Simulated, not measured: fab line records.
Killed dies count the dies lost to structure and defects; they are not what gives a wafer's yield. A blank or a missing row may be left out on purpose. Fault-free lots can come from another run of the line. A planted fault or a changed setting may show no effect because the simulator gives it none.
Comparing a struck lot with a sound one || flow n5_finfet || 23 steps out of a route of 1938
Sound: these wafers, L606.3, L606.5, L606.6. Wafers L624.1, L624.2, L624.4 were the ones struck. The cause is given at the end.
At each step with rows: each side's tool, then ch and its chambers, then its first start. Under that, the readings that differ: sound wafers || struck wafers || difference of the means || sigmas: that difference in standard deviations of wafers without a fault.
alike: a reading whose means differ by less than 2 such deviations, as well as words and numbers matching on both sides. not compared: withheld readings; readings where some wafer has no value; bounds like >300 that might hide an equal value; numbers whose values overlap and for which the record gives no deviation.
The two part at a step that has a row with sigmas, a row that says differs or no value, or rows on one side only. Numbers that have no deviation but don't overlap get no sigmas and don't part them. Lack of a reading on every wafer of one side parts them only where that side has two or more wafers.

first, 10 steps without rows for these wafers: N5_BEOL_M4_DESCUM_16 (chemistry O2, time 7 s); N5_BEOL_M4_ETCH_74 (etches underlayer in N2/H2, target depth 6.5 nm, time 5.2 s); N5_BEOL_M4_ETCH_63 (etches SiARC in CF4, target depth 15.6 nm, time 26 s); N5_BEOL_M4_ETCH_64 (etches SOC in N2/H2, target depth 75 nm, overetch 22.5 nm, time 121.9 s); N5_BEOL_M4_STRIP_65 (strips in N2/H2); N5_BEOL_M4_STRIP_75 (strips in N2/H2); N5_BEOL_M4_STRIP_66 (strips in CF4); N5_BEOL_M4_HM_OPEN_17 (chemistry Cl2/BCl3, target TiN, target depth 20 nm, overetch 6 nm); N5_BEOL_M4_STRIP_19 (strips in O2); N5_BEOL_M4_COAT_67 (time 60 s, resist thk 60 nm).
N5_BEOL_M4_COAT_68: time 60 s, resist thk 12 nm.
  sound on litho_track-02 ch 0, day 8 13:59; struck on litho_track-05 ch 0, day 13 16:16
{"reading": "spin_speed_rpm (rpm)", "sound": "1497.8 1499.9 1498.6", "struck": "1454.3 1453.4 1456.5", "difference": -44.0, "sigmas": -40}
then, 9 steps without rows for these wafers: N5_BEOL_M4_COAT_76 (time 60 s, resist thk 5 nm); N5_BEOL_M4_COAT_22 (resist thk 30 nm); N5_BEOL_M4_EBR_24; N5_BEOL_M4_SOFTBAKE_23 (time 60 s); N5_BEOL_M4_EXPOSE_25 (exposes mask V3, defocus 5 nm); N5_BEOL_M4_PEB_26 (peb time 60 s); N5_BEOL_M4_DEVELOP_27 (develop time 30 s); N5_BEOL_M4_DESCUM_33 (chemistry O2, time 7 s); N5_BEOL_M4_ETCH_77 (etches underlayer in N2/H2, target depth 6.5 nm, time 5.2 s).
N5_BEOL_M4_ETCH_69: etches SiARC in CF4, target depth 15.6 nm, time 26 s.
  sound on rie_diel-04 ch 0,2,3, day 8 14:26; struck on rie_diel-01 ch 0,1,3, day 13 16:45
{"reading": "model.etch.depth_nm (nm)", "sound": "11.97 11.98 11.96", "struck": "12.18 12.2 12.2", "difference": "+0.22", "sigmas": ""}
  alike: drypump_motor_current_A, etch_rf_on_time_s, oes_product_au, rf_vpp_V, showerhead_plenum_p_Torr, throttle_valve_pct
  not compared: rf_hours_counter_h
then, 1 step without rows for these wafers: N5_BEOL_M4_ALD_98 (deposits SiO2, target thk 2.5 nm, pulse time 1 s, co reactant pulse time 1 s).
N5_BEOL_M4_RC_MEAS_101:
  sound on prober-02 ch 0, day 9 05:47; struck on prober-01 ch 0, day 14 02:22
  alike: DIBL_N, DIBL_P, IOFF_N, IOFF_P, ION_N, ION_P, SS_N, SS_P, VT_N, VT_P

WHERE THEY PART
Within this record, at N5_BEOL_M4_COAT_68 only. Later steps at which nothing parts them and some readings are alike: N5_BEOL_M4_ETCH_69, N5_BEOL_M4_RC_MEAS_101.

WHY: the cause the simulator had injected
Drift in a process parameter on litho_track-05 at N5_BEOL_M4_COAT_68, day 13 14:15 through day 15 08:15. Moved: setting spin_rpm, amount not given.
